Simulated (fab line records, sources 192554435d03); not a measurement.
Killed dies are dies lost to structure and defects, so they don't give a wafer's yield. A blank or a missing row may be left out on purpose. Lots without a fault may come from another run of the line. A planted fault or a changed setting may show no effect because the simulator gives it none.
Split-lot experiment | flow n5_finfet | 7 lots, 21 wafers read, on a route of 1938 steps

THE SPLIT
At N5_BEOL_M14_PEB_26 (peb time 90 s), the setting peb_temp_c was moved away from the recipe's 130 C on 5 of the 21 wafers read, by -2.2% to +1.1%. The other wafers ran this setting at the recipe's value.

FROM THE SPLIT TO THE READING: what the file shows between them, 2 steps
- N5_BEOL_M14_DEVELOP_27: develop time 45 s (also split here: develop_time_s)
- N5_BEOL_M14_HARDBAKE_32: time 120 s

THE READING
cd_nm, in nm, at N5_BEOL_M14_CD_MEAS_28 (target cd 284.4 nm). Fault-free wafers of this fab line usually give 284.1 nm, standard deviation 1.6 nm.

wafer  | tool, chamber at the split | peb_temp_c as run, C | against the recipe | cd_nm, nm | against lot-mates on the recipe
L074.2 | litho_track-01, 0          | 130                  | recipe             | 281.6     | -
L074.4 | litho_track-01, 0          | 130                  | recipe             | 281.6     | -
L074.5 | litho_track-01, 0          | 130                  | recipe             | 282.3     | -
L075.1 | litho_track-01, 0          | 130                  | recipe             | 282.9     | -
L075.2 | litho_track-01, 0          | 130                  | recipe             | 283.4     | -
L075.5 | litho_track-01, 0          | 130                  | recipe             | 283.1     | -
L079.1 | litho_track-03, 0          | 131.4                | +1.1%              | 290.8     | +5.9
L079.2 | litho_track-03, 0          | 131.4                | +1.1%              | 289.5     | +4.6
L079.4 | litho_track-03, 0          | 130                  | recipe             | 284.9     | -
L088.1 | litho_track-05, 0          | 130                  | recipe             | 285.5     | -
L088.2 | litho_track-05, 0          | 127.6                | -1.8%              | 270.4     | -14.4
L088.6 | litho_track-05, 0          | 130                  | recipe             | 284.0     | -
L091.1 | litho_track-01, 0          | 130                  | recipe             | 281.2     | -
L091.5 | litho_track-01, 0          | 130                  | recipe             | 281.6     | -
L091.6 | litho_track-01, 0          | 130                  | recipe             | 283.9     | -
L093.2 | litho_track-03, 0          | 127.2                | -2.2%              | 272.9     | -12.3
L093.3 | litho_track-03, 0          | 130                  | recipe             | 285.2     | -
L093.5 | litho_track-03, 0          | 127.2                | -2.2%              | 271.9     | -13.3
L094.1 | litho_track-05, 0          | 130                  | recipe             | 282.7     | -
L094.2 | litho_track-05, 0          | 130                  | recipe             | 283.4     | -
L094.5 | litho_track-05, 0          | 130                  | recipe             | 285.4     | -

THE FIT
A straight line over all 21 wafers: cd_nm changes by +5.72 nm for each +1% of peb_temp_c; r = +0.96; the points scatter about the line by 1.5 nm.
The same after taking each lot's own level away (the mean of its wafers on the recipe; 21 wafers): +6.13 nm for each +1%; r = +0.98; scatter 1.1 nm.
On that fit, the largest move of peb_temp_c shifts the reading by 13 nm.
The lots' own levels span 281.83 to 285.20 nm, that is 2.1 times the standard deviation above.
So the lot-to-lot level changes the slope little: the two slopes agree.
Check: with one of the wafers moved furthest among these (-2.2%) left out of the fit, the line predicts -14 nm for it against its lot-mates. It came out at -12.3 nm against them.

OTHER SPLITS ON THESE WAFERS
These wafers also went through other splits before the reading. Each is held against what the fit with the lots' levels taken away leaves over:
other split on the same wafers        | wafers away from the commonest value | r with cd_nm (lot level and that fit taken away)
N5_BEOL_M11_COAT_59 spin_rpm          | 6                                    | -0.28
N5_BEOL_M11_DESCUM_16 time_s          | 8                                    | +0.56
N5_BEOL_M13_ETCH_67 bias_w            | 4                                    | +0.07
N5_BEOL_M14_DEVELOP_27 develop_time_s | 8                                    | +0.20

THE WHOLE CHAIN: every reading that the file lists as answering this split, in the file's order
step                   | what it does                                               | reading                                                         | change (the file's fit)              | r (the file's)
N5_BEOL_M14_CD_MEAS_28 | target cd 284.4 nm                                         | cd_nm                                                           | +6.49 nm for each +1% of the setting | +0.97
N5_BEOL_M14_DESCUM_33  | chemistry O2, time 7.9 s                                   | BEOL_M14.cd_nm (the simulator's own value, which no gauge read) | +6.62 nm for each +1% of the setting | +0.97
N5_BEOL_M14_ETCH_67    | etches SiARC in CF4, target depth 143 nm, time 238.3 s     | BEOL_M14.cd_nm (the simulator's own value, which no gauge read) | +6.54 nm for each +1% of the setting | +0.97
N5_BEOL_M14_ETCH_68    | etches SOC in N2/H2, time 450 s                            | BEOL_M14.cd_nm (the simulator's own value, which no gauge read) | +7.22 nm for each +1% of the setting | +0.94
N5_BEOL_M14_ETCH_38    | etches SiCN in CF4/N2, target depth 106.5 nm, time 120.6 s | BEOL_M14.cd_nm (the simulator's own value, which no gauge read) | +7.14 nm for each +1% of the setting | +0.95

THE FILE'S OWN FIT
cd_nm changes by +6.49 nm for each +1% of peb_temp_c, r = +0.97.
